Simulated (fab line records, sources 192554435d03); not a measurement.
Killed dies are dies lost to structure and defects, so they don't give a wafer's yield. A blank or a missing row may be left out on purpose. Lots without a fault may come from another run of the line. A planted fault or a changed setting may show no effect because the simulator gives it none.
One fault seen from 2 desks | flow n5_finfet | each desk has only its own numbers; what lay behind them comes last

THE METROLOGY DESK
What the gauges read, lot by lot, whatever tool the lot ran on: means of the sampled wafers that have a number. A lot is out of limits, marked OUT, if its mean lies more than 4 standard deviations from the usual mean; the brackets give that distance. Of its 10 readings 7 are shown: those that lie furthest out on some lot.
Columns: A = DIBL_N at N5_BEOL_M4_RC_MEAS_101, usual 36.4 mV/V; B = DIBL_P at N5_BEOL_M4_RC_MEAS_101, usual 36.1 mV/V; C = IOFF_P at N5_BEOL_M4_RC_MEAS_101, usual 0.21 nA/um; D = ION_N at N5_BEOL_M4_RC_MEAS_101, usual 674 uA/um; E = ION_P at N5_BEOL_M4_RC_MEAS_101, usual 463 uA/um; F = VT_N at N5_BEOL_M4_RC_MEAS_101, usual 250.0 mV; G = VT_P at N5_BEOL_M4_RC_MEAS_101, usual -250 mV
lot  | first seen here | A    | B    | C    | D   | E   | F     | G
L216 | day 10 09:59    | 34.9 | 34.7 | 0.19 | 664 | 462 | 252.1 | -251
L220 | day 11 04:13    | 36.2 | 35.1 | 0.18 | 678 | 455 | 249.4 | -254
L222 | day 11 15:34    | 37.5 | 35.9 | 0.20 | 670 | 460 | 249.9 | -251
L225 | day 12 12:47    | 36.8 | 35.3 | 0.22 | 670 | 466 | 248.9 | -248
This desk's finding: nothing out of limits on any of the 4 lots.

THE TOOL OWNER'S DESK: cmp-02
The tool's own readings at N5_MOL_CONTACT_COAG_CMP_28 (polishes, stops on SiNx, t overpolish 0.85 s, target thk 14.522 nm): means of the sampled wafers that have a number, for each lot that ran on this tool. A lot is out of limits, marked OUT, if its mean lies more than 4 standard deviations from the usual mean; the brackets give that distance.
Columns: A = motor_current_A at N5_MOL_CONTACT_COAG_CMP_28, usual 12.9 A; B = slurry_flow_ml_min at N5_MOL_CONTACT_COAG_CMP_28, usual 150.0; C = time_to_endpoint_s at N5_MOL_CONTACT_COAG_CMP_28, usual 3.4 s
lot  | first seen here | A    | B     | C
L216 | day 7 21:05     | 13.7 | 149.6 | 3.0
L220 | day 8 14:05     | 13.3 | 149.7 | 6.9
L222 | day 9 01:03     | 13.3 | 150.3 | 3.9
This desk's finding: nothing out of limits on any of the 3 lots.

PUT TOGETHER
The metrology desk saw nothing out of limits.
The tool owner's desk saw nothing out of limits.

WHAT THE SIMULATOR HAD PUT IN
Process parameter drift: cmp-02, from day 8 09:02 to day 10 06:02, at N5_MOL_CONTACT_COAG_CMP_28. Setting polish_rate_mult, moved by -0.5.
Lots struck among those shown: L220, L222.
